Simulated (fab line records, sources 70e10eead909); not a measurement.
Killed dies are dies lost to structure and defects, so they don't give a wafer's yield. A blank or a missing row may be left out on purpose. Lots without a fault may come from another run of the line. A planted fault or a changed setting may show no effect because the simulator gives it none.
Chamber matching | flow nand_harc | NHARC_P_M0_DESCUM_14 on rie_diel-02: 4 sister chambers
The step chemistry O2, time 3 s. 14 wafers are shown with their chamber, then 7 later ones without.

WAFERS WITH THEIR CHAMBER
wafer  | chamber | showerhead_plenum_p_Torr (Torr) | drypump_motor_current_A (A) | rf_vpp_V (V)
L077.1 | 0       | 1.83                            | 5.92                        | 55.5
L077.2 | 3       | 1.96                            | 5.86                        | 57.9
L077.6 | 2       | 1.83                            | 5.99                        | 58.9
L086.1 | 3       | 1.96                            | 5.85                        | 56.6
L086.2 | 0       | 1.83                            | 5.93                        | 56.8
L086.6 | 2       | 1.82                            | 6.00                        | 58.1
L088.1 | 1       | 2.02                            | 6.03                        | 56.3
L088.4 | 2       | 1.82                            | 6.00                        | 58.9
L088.6 | 1       | 2.02                            | 6.04                        | 58.7
L092.2 | 2       | 1.82                            | 6.00                        | 58.1
L092.3 | 0       | 1.83                            | 5.92                        | 58.5
L092.4 | 1       | 2.02                            | 6.01                        | 57.6
L093.1 | 1       | 2.02                            | 6.01                        | 59.7
L093.3 | 0       | 1.82                            | 5.89                        | 56.6

SIGNATURES (means of the wafers above)
reading                  | chamber 0 | chamber 1 | chamber 2 | chamber 3 | scatter within a chamber
showerhead_plenum_p_Torr | 1.8275    | 2.0200    | 1.8225    | 1.9600    | 0.00387
drypump_motor_current_A  | 5.9150    | 6.0225    | 5.9975    | 5.8550    | 0.013
rf_vpp_V                 | 56.850    | 58.075    | 58.500    | 57.250    | 1.12
Rule: a wafer's distance from a chamber is the root of the sum, over the readings, of the square of ((its reading less the chamber's mean) divided by the reading's scatter). The wafer belongs to the nearest chamber; if the next one is less than 2 further off, it can't be placed. The scatter: the root of (the sum of the squares of (reading less its chamber's mean) over the shown wafers, divided by (wafers less chambers)).

WAFERS WITHOUT THEIR CHAMBER
wafer  | showerhead_plenum_p_Torr (Torr) | drypump_motor_current_A (A) | rf_vpp_V (V)
L093.6 | 1.96                            | 5.83                        | 58.6
L095.1 | 1.96                            | 5.85                        | 57.6
L095.3 | 1.82                            | 6.01                        | 55.9
L095.4 | 2.02                            | 6.04                        | 57.7
L097.2 | 1.96                            | 5.84                        | 57.3
L097.4 | 1.82                            | 6.00                        | 56.7
L097.5 | 2.02                            | 6.02                        | 57.7

WHICH CHAMBER EACH WENT THROUGH
wafer  | from the rows above | in truth
L093.6 | 3                   | 3
L095.1 | 3                   | 3
L095.3 | 2                   | 2
L095.4 | 1                   | 1
L097.2 | 3                   | 3
L097.4 | 2                   | 2
L097.5 | 1                   | 1
Placed correctly: 7 of 7. Can't be placed from these rows: 0. Placed wrongly: 0.
